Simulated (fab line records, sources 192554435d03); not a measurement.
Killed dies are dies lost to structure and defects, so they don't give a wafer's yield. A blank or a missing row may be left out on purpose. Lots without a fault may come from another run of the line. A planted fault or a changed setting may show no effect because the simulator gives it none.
Split-lot experiment | flow n5_finfet | 7 lots, 21 wafers read, on a route of 1938 steps

THE SPLIT
At N5_SD_EPI_P_EPI_21 (deposits SiGe:B, time 355 s), the setting temp_c was moved away from the recipe's 550 C on 8 of the 21 wafers read, by -0.6% to -0.2%. The other wafers ran this setting at the recipe's value.

FROM THE SPLIT TO THE READING: what the file shows between them, 8 steps
- N5_SD_EPI_P_EPI_MEAS_23
- N5_SD_EPI_P_HM_STRIP_48: strips SiNx in H3PO4, material SiNx, target depth 3 nm
- N5_SD_EPI_P_SRD_49: time 30 s
- N5_SD_EPI_P_PRECLEAN_24: cleans in O3/DIW, time 45 s
- N5_SD_EPI_P_PRECLEAN_32: cleans in dHF, time 10 s
- N5_SD_EPI_P_PRECLEAN_33: cleans in SC2, time 45 s
- N5_SD_ACTIVATION_RTA_00: time 0 s
- N5_SD_ACTIVATION_LSA_01: time 0.0008 s

THE READING
RS_SD_P, in ohm/sq, at N5_SD_ACTIVATION_RS_MEAS_03 (measures by four-point-probe). Fault-free wafers of this fab line usually give 56.1 ohm/sq, standard deviation 0.96 ohm/sq.

wafer  | tool, chamber at the split | temp_c as run, C | against the recipe | RS_SD_P, ohm/sq | against lot-mates on the recipe
L075.1 | epi_rpcvd-04, 0            | 550              | recipe             | 57.0            | -
L075.2 | epi_rpcvd-04, 0            | 548.2            | -0.3%              | 58.7            | +1.7
L075.3 | epi_rpcvd-04, 0            | 548.2            | -0.3%              | 59.2            | +2.2
L076.2 | epi_rpcvd-04, 0            | 548.5            | -0.3%              | 59.8            | +2.3
L076.3 | epi_rpcvd-04, 0            | 550              | recipe             | 56.7            | -
L076.6 | epi_rpcvd-04, 0            | 550              | recipe             | 58.3            | -
L077.1 | epi_rpcvd-04, 0            | 550              | recipe             | 55.6            | -
L077.5 | epi_rpcvd-04, 0            | 550              | recipe             | 56.0            | -
L077.6 | epi_rpcvd-04, 0            | 548.9            | -0.2%              | 57.7            | +1.9
L080.1 | epi_rpcvd-01, 0            | 550              | recipe             | 56.2            | -
L080.3 | epi_rpcvd-01, 0            | 550              | recipe             | 56.8            | -
L080.6 | epi_rpcvd-01, 0            | 550              | recipe             | 55.5            | -
L081.4 | epi_rpcvd-03, 0            | 550              | recipe             | 56.2            | -
L081.5 | epi_rpcvd-03, 0            | 548.2            | -0.3%              | 59.2            | +3.0
L081.6 | epi_rpcvd-03, 0            | 550              | recipe             | 56.2            | -
L084.1 | epi_rpcvd-03, 0            | 548.1            | -0.3%              | 59.8            | +3.0
L084.5 | epi_rpcvd-03, 0            | 550              | recipe             | 57.0            | -
L084.6 | epi_rpcvd-03, 0            | 550              | recipe             | 56.5            | -
L092.2 | epi_rpcvd-01, 0            | 546.5            | -0.6%              | 60.0            | +5.2
L092.3 | epi_rpcvd-01, 0            | 550              | recipe             | 54.8            | -
L092.4 | epi_rpcvd-01, 0            | 546.5            | -0.6%              | 60.1            | +5.3

THE FIT
A straight line over all 21 wafers: RS_SD_P changes by -6.82 ohm/sq for each +1% of temp_c; r = -0.87; the points scatter about the line by 0.85 ohm/sq.
The same after taking each lot's own level away (the mean of its wafers on the recipe; 21 wafers): -8.08 ohm/sq for each +1%; r = -0.97; scatter 0.44 ohm/sq.
On that fit, the largest move of temp_c shifts the reading by 5.1 ohm/sq.
The lots' own levels span 54.80 to 57.50 ohm/sq, that is 2.8 times the standard deviation above.
So the lot-to-lot level changes the slope: the two fits differ.
Check: with one of the wafers moved furthest among these (-0.6%) left out of the fit, the line predicts +5.1 ohm/sq for it against its lot-mates. It came out at +5.2 ohm/sq against them.

OTHER SPLITS ON THESE WAFERS
These wafers also went through other splits before the reading. Each is held against what the fit with the lots' levels taken away leaves over:
other split on the same wafers | wafers away from the commonest value | r with RS_SD_P (lot level and that fit taken away)
N5_SD_EPI_N_PEB_07 peb_temp_c  | 6                                    | +0.44

THE WHOLE CHAIN: every reading that the file lists as answering this split, in the file's order
step                        | what it does                                           | reading                                                                           | change (the file's fit)              | r (the file's)
N5_SD_EPI_P_EPI_21          | deposits SiGe:B, time 355 s                            | SiGe-B_of_SD_EPI_P_EPI_21.thk_nm (the simulator's own value, which no gauge read) | +7.79 nm for each +1% of the setting | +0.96
N5_SD_EPI_P_EPI_MEAS_23     |                                                        | thk_nm                                                                            | withheld for each +1% of the setting | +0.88
N5_SD_EPI_P_HM_STRIP_48     | strips SiNx in H3PO4, material SiNx, target depth 3 nm | SiGe-B_of_SD_EPI_P_EPI_21.thk_nm (the simulator's own value, which no gauge read) | +7.64 nm for each +1% of the setting | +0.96
N5_SD_EPI_P_PRECLEAN_24     | cleans in O3/DIW, time 45 s                            | SiGe-B_of_SD_EPI_P_EPI_21.thk_nm (the simulator's own value, which no gauge read) | +7.86 nm for each +1% of the setting | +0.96
N5_SD_ACTIVATION_RS_MEAS_03 | measures by four-point-probe                           | RS_SD_P                                                                           | -8.22 for each +1% of the setting    | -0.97

THE FILE'S OWN FIT
RS_SD_P changes by -8.22 ohm/sq for each +1% of temp_c, r = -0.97.
